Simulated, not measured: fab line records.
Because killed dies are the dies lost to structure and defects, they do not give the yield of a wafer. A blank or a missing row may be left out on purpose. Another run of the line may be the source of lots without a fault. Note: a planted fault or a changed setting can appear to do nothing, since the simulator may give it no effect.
Split-lot experiment + flow n5-finfet + 7 lots, 39 wafers read, on a route of 1938 steps

ABOUT THE SPLIT
At N5_SD_EPI_P_DESCUM_14 (chemistry O2, time 7.9 s), the setting time-s was moved away from the recipe's 7.9 s on 12 of the 39 wafers read, by -58.4% to -34.7%. For the rest of the wafers, this setting stayed at what the recipe calls for.

The reading comes from the split's own step.

THE READING
CAR-ArF-block_of_SD_EPI_P_COAT_03.thk-nm (the simulator's own value, which no gauge read), in nm, at N5_SD_EPI_P_DESCUM_14 (chemistry O2, time 7.9 s). No usual value for it is given in the file. The 27 wafers here that ran the recipe average 143.7 nm, standard deviation 0.38 nm.

| wafer  | tool, chamber at the split | time-s as run, s | against the recipe | CAR-ArF-block_of_SD_EPI_P_COAT_03.thk-nm, nm | against lot-mates on the recipe |
|--------|----------------------------|------------------|--------------------|----------------------------------------------|---------------------------------|
| L075.1 | rie-diel-06, 0,1           | 7.9              | recipe             | 144                                          | -                               |
| L075.4 | rie-diel-06, 0,1           | 7.9              | recipe             | 144                                          | -                               |
| L075.2 | rie-diel-06, 2,3           | 7.9              | recipe             | 143.8                                        | -                               |
| L075.3 | rie-diel-06, 2,3           | 7.9              | recipe             | 143.8                                        | -                               |
| L075.5 | rie-diel-06, 1,0           | 7.9              | recipe             | 144.2                                        | -                               |
| L075.6 | rie-diel-06, 1,0           | 7.9              | recipe             | 144.2                                        | -                               |
| L079.1 | rie-diel-01, 3             | 5.16             | -34.7%             | 144.6                                        | +1.3                            |
| L079.2 | rie-diel-01, 0             | 5.16             | -34.7%             | 144.8                                        | +1.5                            |
| L079.3 | rie-diel-01, 2,1           | 7.9              | recipe             | 143.2                                        | -                               |
| L079.4 | rie-diel-01, 2,1           | 7.9              | recipe             | 143.2                                        | -                               |
| L079.5 | rie-diel-01, 3             | 5.16             | -34.7%             | 145                                          | +1.7                            |
| L079.6 | rie-diel-01, 0             | 7.9              | recipe             | 143.4                                        | -                               |
| L083.1 | rie-diel-01, 3             | 3.966            | -49.8%             | 145.4                                        | +2.2                            |
| L083.2 | rie-diel-01, 1             | 3.966            | -49.8%             | 145.8                                        | +2.6                            |
| L083.3 | rie-diel-01, 2,0,3         | 7.9              | recipe             | 143.2                                        | -                               |
| L083.5 | rie-diel-01, 2,0,3         | 7.9              | recipe             | 143.2                                        | -                               |
| L083.6 | rie-diel-01, 2,0,3         | 7.9              | recipe             | 143.2                                        | -                               |
| L083.4 | rie-diel-01, 0             | 3.966            | -49.8%             | 145.6                                        | +2.4                            |
| L087.1 | rie-diel-01, 1,0           | 3.288            | -58.4%             | 146.6                                        | +2.8                            |
| L087.3 | rie-diel-01, 1,0           | 3.288            | -58.4%             | 146.6                                        | +2.8                            |
| L087.2 | rie-diel-01, 2             | 3.288            | -58.4%             | 146.8                                        | +3.0                            |
| L087.4 | rie-diel-01, 3             | 7.9              | recipe             | 144.2                                        | -                               |
| L087.5 | rie-diel-01, 2             | 7.9              | recipe             | 143.8                                        | -                               |
| L087.6 | rie-diel-01, 1             | 7.9              | recipe             | 143.4                                        | -                               |
| L090.1 | rie-diel-04, 3             | 7.9              | recipe             | 143.4                                        | -                               |
| L090.2 | rie-diel-04, 2             | 7.9              | recipe             | 143.6                                        | -                               |
| L090.4 | rie-diel-04, 1             | 7.9              | recipe             | 143                                          | -                               |
| L092.1 | rie-diel-06, 3,0           | 7.9              | recipe             | 144.2                                        | -                               |
| L092.4 | rie-diel-06, 3,0           | 7.9              | recipe             | 144.2                                        | -                               |
| L092.2 | rie-diel-06, 2,1,1         | 7.9              | recipe             | 143.8                                        | -                               |
| L092.3 | rie-diel-06, 2,1,1         | 7.9              | recipe             | 143.8                                        | -                               |
| L092.5 | rie-diel-06, 2,1,1         | 7.9              | recipe             | 143.8                                        | -                               |
| L092.6 | rie-diel-06, 2             | 7.9              | recipe             | 144                                          | -                               |
| L096.1 | rie-diel-01, 3             | 5.046            | -36.1%             | 145.8                                        | +2.3                            |
| L096.2 | rie-diel-01, 0             | 7.9              | recipe             | 143.8                                        | -                               |
| L096.3 | rie-diel-01, 1             | 5.046            | -36.1%             | 145.6                                        | +2.1                            |
| L096.4 | rie-diel-01, 3             | 5.046            | -36.1%             | 145.4                                        | +1.9                            |
| L096.5 | rie-diel-01, 0             | 7.9              | recipe             | 143.2                                        | -                               |
| L096.6 | rie-diel-01, 1             | 7.9              | recipe             | 143.6                                        | -                               |
When a row names more than one chamber, that row covers several wafers, and the file does not tell which wafer ran in which chamber.

FIT RESULTS
A straight line over all 39 wafers: CAR-ArF-block_of_SD_EPI_P_COAT_03.thk-nm changes by -0.0454 nm for each +1% of time-s; r = -0.93; the points scatter about the line by 0.39 nm.
The same after taking each lot's own level away (the mean of its wafers on the recipe; 39 wafers): -0.0493 nm for each +1%; r = -0.98; scatter 0.21 nm.
Per that fit: largest time-s move, reading shift of 2.9 nm.
The span of the lots' own levels, 143.20 to 144.00 nm, comes to 2.1 times the standard deviation stated above.
So the lot-to-lot level changes the slope little: the two slopes agree.
Check: for one of the wafers moved furthest among these (-58.4%), held out of the fit, the line's prediction against its lot-mates is +2.9 nm. Against them it came out at +2.8 nm.

OTHER SPLITS ON THESE WAFERS
Other splits were also applied to these wafers ahead of the reading. Each is held against what the fit with the lots' levels taken away leaves over:
| other split on the same wafers        | wafers away from the commonest value | r with CAR-ArF-block_of_SD_EPI_P_COAT_03.thk-nm (lot level and that fit taken away) |
|---------------------------------------|--------------------------------------|-------------------------------------------------------------------------------------|
| N5_SD_EPI_N_DEVELOP_08 develop-time-s | 18                                   | +0.06                                                                               |

FILE'S OWN FIT
CAR-ArF-block_of_SD_EPI_P_COAT_03.thk-nm changes by -0.0494 nm for each +1% of time-s, r = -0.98.
